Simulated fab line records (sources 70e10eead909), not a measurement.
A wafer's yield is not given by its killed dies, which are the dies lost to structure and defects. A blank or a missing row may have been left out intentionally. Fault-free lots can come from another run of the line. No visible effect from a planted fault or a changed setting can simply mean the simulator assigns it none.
Which tool was responsible? | flow nandHarc | 13 lots with 39 wafers sampled at 2 steps, on a route of 1159 steps

== WHAT THE GAUGES READ, wafer by wafer ==
NHARC_A_SLIT_CD_MEAS_09 targets a cd of 300 nm.
lot  | measured     | on       | cdNm (nm)
L224 | day 14 18:59 | cdSem-01 | 299.6 299.5 300.1
L226 | day 15 00:05 | cdSem-01 | 299.8 299.4 299.7
L225 | day 15 00:14 | cdSem-03 | 300.0 299.7 300.3
L223 | day 15 00:24 | cdSem-03 | 300.6 300.7 300.5
L231 | day 15 23:18 | cdSem-03 | 300.3 299.5 300.5
L230 | day 16 01:22 | cdSem-01 | 299.7 299.7 299.4
L232 | day 16 21:07 | cdSem-03 | 299.7 299.6 300.4
L237 | day 17 13:01 | cdSem-03 | 300.1 299.7 299.9
L239 | day 18 20:42 | cdSem-03 | 299.3 299.4 299.5
L244 | day 19 03:16 | cdSem-02 | 300.4 300.2 300.0
L245 | day 19 06:07 | cdSem-03 | 299.4 299.2 299.7
L242 | day 19 10:10 | cdSem-02 | 300.1 300.1 299.7
L246 | day 20 01:32 | cdSem-02 | 300.1 299.7 299.5

NHARC_A_SLIT_CD_MEAS_21.
lot  | measured     | on       | cdNm (nm)
L224 | day 15 01:05 | cdSem-02 | 290.0 289.7 289.2
L226 | day 15 03:40 | cdSem-02 | 289.0 288.4 288.6
L225 | day 15 04:17 | cdSem-01 | 288.9 289.8 289.3
L223 | day 15 05:20 | cdSem-03 | 291.2 289.6 290.0
L231 | day 16 03:10 | cdSem-03 | 287.5 288.5 288.0
L230 | day 16 04:59 | cdSem-02 | 289.3 289.1 288.9
L232 | day 17 00:43 | cdSem-01 | 288.0 288.4 288.7
L237 | day 17 17:29 | cdSem-03 | 289.0 289.6 289.7
L239 | day 19 00:18 | cdSem-03 | 289.9 289.7 289.9
L244 | day 19 07:20 | cdSem-03 | 290.3 289.5 289.3
L245 | day 19 09:44 | cdSem-02 | 288.9 289.9 289.5
L242 | day 19 13:44 | cdSem-01 | 289.2 289.0 289.2
L246 | day 20 12:31 | cdSem-01 | 288.3 288.1 287.5

== WHAT TOOL EACH LOT RAN ON (gives the tool, then ch and the chambers of the sampled wafers, and finally the start) ==
No process step before these readings appears in the record.

== WHAT THE TOOLS THEMSELVES READ (means of the sampled wafers that have a number; where no wafer has one, the mark that the record gives instead) ==
The record holds no such reading with a usual standard deviation.

== THE ANSWER, worked out from the rows above alone ==
Rule: what is usual is taken from the lots themselves. The widest of any qualifying gaps counts: lots, ordered by their means at a reading, are off when they make up no more than a third of the lots, leave a main group of 4 or more, and stand apart from it by 3 or more times the standard deviation of that group's means. Not used: any main group whose means are identical at the precision the tables above print for the reading. A lot without any number at a reading at which 4 lots or more have one is off too. Any other lot the step has rows for is counted as sound. First the gauges in route order, then the tools' own readings, where a lot's mean is used as printed above. At the first step where some lot is off, the reading lying furthest off is the one used; lots without a number count as furthest.
No lot is off at any reading shown: from this, nothing can be told.

== WHAT THE SIMULATOR HAD PUT IN ==
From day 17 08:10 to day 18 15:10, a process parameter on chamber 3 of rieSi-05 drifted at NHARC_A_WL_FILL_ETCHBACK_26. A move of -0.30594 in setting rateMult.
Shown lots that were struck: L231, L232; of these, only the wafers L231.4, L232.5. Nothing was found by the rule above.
